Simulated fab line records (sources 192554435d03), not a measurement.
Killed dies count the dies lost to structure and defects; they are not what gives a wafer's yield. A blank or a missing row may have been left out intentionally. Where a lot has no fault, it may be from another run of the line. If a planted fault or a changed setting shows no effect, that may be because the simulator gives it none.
A lot that was struck, set against a sound lot ; flow n5Finfet ; 13 out of 1938 route steps
Sound: the wafers L612.1, L612.3, L612.4. The struck wafers were L624.1, L624.3, L624.4. At the end, the cause is stated.
Per side, at each step with rows, come the tool, then ch with its chambers, and then its first start. Under that, the readings that differ: sound wafers ; struck wafers ; difference of the means ; sigmas: that difference in standard deviations of wafers without a fault.
alike: a reading whose means differ by less than 2 such deviations, as well as words and numbers matching on both sides. not compared: withheld readings; readings where some wafer has no value; bounds like >300 that might hide an equal value; numbers whose values overlap and for which the record gives no deviation.
Wherever a step has rows on one side only, a row that says differs or no value, or a row with sigmas, the two part there. When numbers do not overlap yet have no deviation, they are printed without sigmas and do not part them. A reading that every wafer of one side lacks parts them only if that side has two wafers or more.

N5_GATE_CUT_CMP_23: polishes, stops on SiO2, t overpolish 23.4 s, target thk 16 nm.
  sound on cmp-02 ch 0,1,3, day 4 19:34; struck on cmp-03 ch 1,2,3, day 7 21:13
  alike: motorCurrentA, overpolishRunS, timeToEndpointS
N5_GATE_CUT_THK_MEAS_24:
  sound: filmMetro-02 at day 4 19:52; struck: filmMetro-02 at day 7 21:31
  alike: GC_FILL_THK
N5_GATE_CUT_CMP_43: polishes SiO2.
  sound on cmp-03 ch 0,1,3, day 4 19:54; struck on cmp-04 ch 0,2,3, day 7 21:33
  alike: motorCurrentA
N5_GATE_CUT_CMP_61: polishes, stops on SiNx, t overpolish 3 s.
  sound on cmp-03 ch 0,1,3, day 4 20:23; struck on cmp-04 ch 0,2,3, day 7 22:02
  alike: motorCurrentA
N5_GATE_CUT_INSPECT_26: inspects for defects (darkfield).
  sound: defectInspect-01 at day 4 20:37; struck: defectInspect-01 at day 7 22:16
  alike: rawDefectCount
then, 6 steps without rows for these wafers: N5_MOL_CONTACT_COAG_COAT_103 (time 60 s, resist thk 80 nm); N5_MOL_CONTACT_COAG_COAT_104 (time 60 s, resist thk 12 nm); N5_MOL_CONTACT_COAG_COAT_58 (time 60 s, resist thk 10 nm); N5_MOL_CONTACT_COAG_COAT_02 (resist thk 30 nm); N5_MOL_CONTACT_COAG_EBR_04; N5_MOL_CONTACT_COAG_SOFTBAKE_03 (time 60 s).
N5_MOL_CONTACT_COAG_EXPOSE_05: exposes mask CA, defocus 0 nm.
  sound on euvScanner-02 ch 0, day 4 20:54; struck on euvScanner-01, day 7 22:33
  no value came back on the struck wafers for exposureDoseMJCm2, focusOffsetNm (nm); on the sound wafers exposureDoseMJCm2 reads 38.25 38.29 38.28
  alike: mask
then, 1 step without rows for these wafers: N5_MOL_CONTACT_COAG_PEB_06 (peb time 60 s).

== WHERE THEY PART ==
Only at N5_MOL_CONTACT_COAG_EXPOSE_05, as far as this record shows.

WHY: the cause the simulator had injected
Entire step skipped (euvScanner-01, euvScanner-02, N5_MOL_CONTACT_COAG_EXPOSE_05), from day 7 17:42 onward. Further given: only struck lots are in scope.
